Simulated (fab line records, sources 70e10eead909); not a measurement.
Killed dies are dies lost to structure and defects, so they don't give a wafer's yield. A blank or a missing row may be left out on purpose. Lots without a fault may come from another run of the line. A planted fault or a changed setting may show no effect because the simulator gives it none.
A struck lot beside a sound one | flow nand_harc | 44 steps out of a route of 1302
Sound: wafers L708.3, L708.4, L708.6. Struck: wafers L724.2, L724.3, L724.4. The cause comes at the end.
At each step with rows: each side's tool, then ch and its chambers, then its first start. Under that, the readings that differ: sound wafers | struck wafers | difference of the means | sigmas: that difference in standard deviations of wafers without a fault.
alike: readings whose means differ by less than 2 such deviations, and words and numbers that are the same on both sides. not compared: withheld readings, readings that some wafer has no value for, bounds like >300 that may hide the same value, and numbers for which the record gives no deviation and whose values overlap.
The two part at a step that has a row with sigmas, a row that says differs or no value, or rows on one side only. Numbers that don't overlap but have no deviation are shown without sigmas and don't part them. A reading that every wafer of one side lacks parts them only if that side has two wafers or more.

first, 4 steps without rows for these wafers: NHARC_P_M2_STRIP_19 (strips in post etch residue remover, time 600 s); NHARC_P_M2_DEGAS_29 (time 60 s); NHARC_P_M2_PRE_CLEAN_30 (time 30 s); NHARC_P_M2_PVD_20 (deposits TaN, target thk 5 nm, time 8.06 s).
NHARC_P_M2_PVD_21: deposits Cu, target thk 30 nm, time 20.49 s.
  sound on pvd_sputter-01; struck on pvd_sputter-02
  alike: throttle_valve_pct
then, 3 steps without rows for these wafers: NHARC_P_M2_ECD_22 (material Cu, target thk 400 nm); NHARC_P_M2_ANNEAL_31 (time 90 s); NHARC_P_M2_CMP_23 (polishes, t overpolish 20 s, target thk 144.3 nm).
NHARC_P_M2_THK_MEAS_24: measures by xrf.
  sound on film_metro-01, day 7 05:40; struck on film_metro-01, day 14 02:13
  alike: thk_nm
then, 1 step without rows for these wafers: NHARC_P_M2_SRD_25.
NHARC_P_M2_INSPECT_27:
  sound on defect_inspect-02, day 7 05:49; struck on defect_inspect-02, day 14 02:25
  alike: raw_defect_count
NHARC_P_M2_PRE_CLEAN_32: time 12 s.
  sound on pecvd-02 ch 0,1,2, day 7 05:54; struck on pecvd-04 ch 0,1, day 14 02:29
  alike: heater_power_outer_w, heater_power_w
then, 1 step without rows for these wafers: NHARC_P_M2_DEP_33 (deposits SiCN, target thk 30 nm).
NHARC_P_BONDPAD_DEP_00: deposits SiCN, target thk 250 nm.
  sound on pecvd-02 ch 0,1; struck on pecvd-03 ch 0,2, day 14 03:01
  alike: heater_power_outer_w, heater_power_w
then, 1 step without rows for these wafers: NHARC_P_BONDPAD_CMP_32 (polishes SiCN, target thk 200 nm).
NHARC_P_BONDPAD_THK_MEAS_33: measures by ellipsometry.
  sound on film_metro-02, day 7 07:01; struck on film_metro-02, day 14 03:37
  alike: thk_nm
then, 10 steps without rows for these wafers: NHARC_P_BONDPAD_SRD_34; NHARC_P_BONDPAD_DEHYDRATE_01 (time 120 s); NHARC_P_BONDPAD_HMDS_02 (time 30 s); NHARC_P_BONDPAD_COAT_36 (time 65 s); NHARC_P_BONDPAD_COAT_03 (resist thk 600 nm); NHARC_P_BONDPAD_SOFTBAKE_04 (time 70 s); NHARC_P_BONDPAD_EBR_05; NHARC_P_BONDPAD_EXPOSE_06 (exposes mask P BPAD); NHARC_P_BONDPAD_PEB_07 (peb time 80 s); NHARC_P_BONDPAD_DEVELOP_08 (time 50 s).
NHARC_P_BONDPAD_CD_MEAS_09: target cd 500 nm.
  sound on cd_sem-02 ch 0, day 7 07:35; struck on cd_sem-03 ch 0, day 14 04:13
  alike: cd_nm
NHARC_P_BONDPAD_OVL_MEAS_38:
  sound on overlay-01, day 7 07:40; struck on overlay-02, day 14 04:19
  alike: overlay_x_nm, overlay_y_nm
then, 2 steps without rows for these wafers: NHARC_P_BONDPAD_HARDBAKE_10 (time 65 s); NHARC_P_BONDPAD_DESCUM_11 (chemistry O2, time 3 s).
NHARC_P_BONDPAD_ETCH_37: etches the open film in N2/H2, target depth 60 nm, overetch 18 nm, time 65.91 s.
  sound on rie_diel-12 ch 0,2,3, day 7 07:53; struck on rie_diel-12 ch 0,2,3, day 14 04:31
  alike: drypump_motor_current_A, oes_product_au, rf_vpp_V, showerhead_plenum_p_Torr, throttle_valve_pct
  not compared: rf_hours_counter_h
NHARC_P_BONDPAD_ETCH_12: etches the open film in CHF3/O2, target depth 200 nm, time 100 s.
  sound on rie_diel-12 ch 0,1,2; struck on rie_diel-12 ch 0,1,3
  alike: chf3_flow_sccm, drypump_motor_current_A, oes_product_au, rf_vpp_V, showerhead_plenum_p_Torr, throttle_valve_pct
  not compared: rf_hours_counter_h
NHARC_P_BONDPAD_CD_MEAS_13:
  sound on cd_sem-01, day 7 08:07; struck on cd_sem-01, day 14 04:45
  alike: cd_nm
then, 5 steps without rows for these wafers: NHARC_P_BONDPAD_STRIP_15 (strips in O2); NHARC_P_BONDPAD_ETCH_24 (etches the open film in CF4/N2, target depth 30 nm, time 72.99 s); NHARC_P_BONDPAD_STRIP_16 (strips in post etch residue remover, time 600 s); NHARC_P_BONDPAD_DEGAS_25 (time 60 s); NHARC_P_BONDPAD_PRE_CLEAN_26 (time 30 s).
NHARC_P_BONDPAD_PVD_17: deposits TaN, target thk 5 nm, time 8.06 s.
  sound on pvd_sputter-02; struck on pvd_sputter-01
  alike: bias_v, throttle_valve_pct
then, 2 steps without rows for these wafers: NHARC_P_BONDPAD_PVD_27 (deposits Cu, target thk 30 nm, time 20.49 s); NHARC_P_BONDPAD_ECD_18 (material Cu, target thk 400 nm).
-- the record jumps here: 16 days lie between the struck wafers' starts before and after (it left off in module P_BONDPAD and takes up again in module A_M0, whose first step shown is number 1150 of the route) --
NHARC_A_M0_DESCUM_14: chemistry O2, time 3 s.
  sound on rie_diel-02 ch 0,1,3, day 23 13:49; struck on rie_diel-01 ch 0,2,3, day 30 10:41
  alike: drypump_motor_current_A, oes_product_au, rf_vpp_V, showerhead_plenum_p_Torr, throttle_valve_pct
  not compared: rf_hours_counter_h, model.A_M0.cd_nm
NHARC_A_M0_ETCH_15: etches the open film in C4F8/Ar, target depth 150 nm, overetch 15 nm, time 82.5 s.
  sound on rie_diel-02 ch 0,1,3; struck on rie_diel-01 ch 0,1,3
  alike: oes_product_au, rf_vpp_V
  not compared: rf_hours_counter_h, model.A_M0.cd_nm
NHARC_END_SORT_01:
  sound on prober-02 ch 0, day 25 10:16; struck on prober-01 ch 0, day 32 04:56
  reading                  | sound          | struck         | difference | sigmas
  defect_limited_yield (%) | 92.9 93.2 92.8 | 75.6 78.3 78.7 | -15.4      | -5
  killed_at_array          | 45 43 45       | 88 80 88       | +41        | +2
  killed_at_periphery      | 3 3 4          | 77 67 56       | +63        | +26
  killed_dies              | 48 46 49       | 165 147 144    | +104       | +5
  alike: killed_at_other, killed_open, killed_short

WHERE THEY PART
Only at NHARC_END_SORT_01, within this record.

WHY: what the simulator had put in
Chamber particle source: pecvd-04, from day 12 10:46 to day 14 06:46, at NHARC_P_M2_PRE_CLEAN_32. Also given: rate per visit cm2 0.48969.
